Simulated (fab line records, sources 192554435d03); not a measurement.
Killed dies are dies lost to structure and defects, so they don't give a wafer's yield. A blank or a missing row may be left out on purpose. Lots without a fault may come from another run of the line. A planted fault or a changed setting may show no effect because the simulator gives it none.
Problem report in the 8D (eight disciplines) form, filled by code | flow n5_finfet | the parts of the form that need people (team, actions taken, sign-off) are left out

1. THE PROBLEM
time_to_endpoint_s at N5_BEOL_M14_CMP_49 reads a mean of 47 s on 2 wafers of 2 lots; wafers without a fault read 120 s with a standard deviation of 4.7. That is -16 standard deviations from the usual mean.
The step: polishes, stops on SiO2, t overpolish 5.2 s, target thk 560 nm.
First seen on wafer L322.6, day 16 10:17, on cmp-02. The record holds 27 wafers of 10 lots with a number at this step. Rule for "out", or "out of limits": more than 4 standard deviations from the usual mean. The other wafers with a number count as sound.

2. WHAT IT IS AND WHAT IT IS NOT
question                    | is                 | is not
which readings at this step | time_to_endpoint_s | motor_current_A
which lots                  | L322, L323         | L303, L304, L305, L306, L309, L311, L313, L325
which wafers of those lots  | L322.6, L323.6     | L322.5, L323.5
read on which tools         | cmp-02             | cmp-01, cmp-03
when                        | from day 16 10:17  | up to then (21 sound wafers); but 4 sound wafers of L323, L325 came after

3. SUSPECTS, AND WHAT RULES EACH OUT
Counting: a tool at a process step up to the reading stays a suspect if it ran every lot that is out. Sound lots after the first of them don't rule it out here, since some wafers of a struck lot are sound.
- ecd_cu-01 at N5_BEOL_M14_ECD_47 (material Cu, target thk 1248 nm): kept. It ran every lot that is out, first L322 (day 16 09:45); its last sound lot up to then is L313 (day 14 02:22).
- cmp-02 at N5_BEOL_M14_CMP_49 (polishes, stops on SiO2, t overpolish 5.2 s, target thk 560 nm): kept. It ran every lot that is out, first L322 (day 16 10:17); its last sound lot up to then is L305 (day 12 23:52). Its own readings are out on those wafers: time_to_endpoint_s.
- Within cmp-02 at N5_BEOL_M14_CMP_49: the wafers that are out ran in chambers 1, 3; their sound lot-mates ran in chamber 2.
Left after counting: ecd_cu-01 at N5_BEOL_M14_ECD_47, cmp-02 at N5_BEOL_M14_CMP_49.

4. THE CAUSE (what the simulator had put in)
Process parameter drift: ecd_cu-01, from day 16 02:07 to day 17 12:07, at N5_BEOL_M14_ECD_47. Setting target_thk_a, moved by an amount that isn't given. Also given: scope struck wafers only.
Counting left 2 suspects, and this tool is among them.

5. THE CHAIN OF EFFECTS, in route order
Each row: a reading whose mean over the struck wafers that have a number lies more than 3 standard deviations from the usual. Only readings for which the record gives a usual standard deviation are gone through. hours: the time from each lot's start at the first step in this table that gives one to its start at this step, as a median over the lots. sigmas: the change in usual standard deviations.
hours | step               | reading            | usual | on struck wafers | change | sigmas
0     | N5_BEOL_M14_CMP_49 | time_to_endpoint_s | 120 s | 47               | -73    | -16
The process steps in it:
- N5_BEOL_M14_CMP_49: polishes, stops on SiO2, t overpolish 5.2 s, target thk 560 nm.

6. WHAT WOULD HAVE CAUGHT IT SOONER
In this record the first reading out of limits was taken at day 16 10:17, 8 hours after the fault began at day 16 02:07.
Of the lots that are out (2), L323 began N5_BEOL_M14_ECD_47 on ecd_cu-01 after day 16 10:17. A hold on the tool at that time would have spared it.
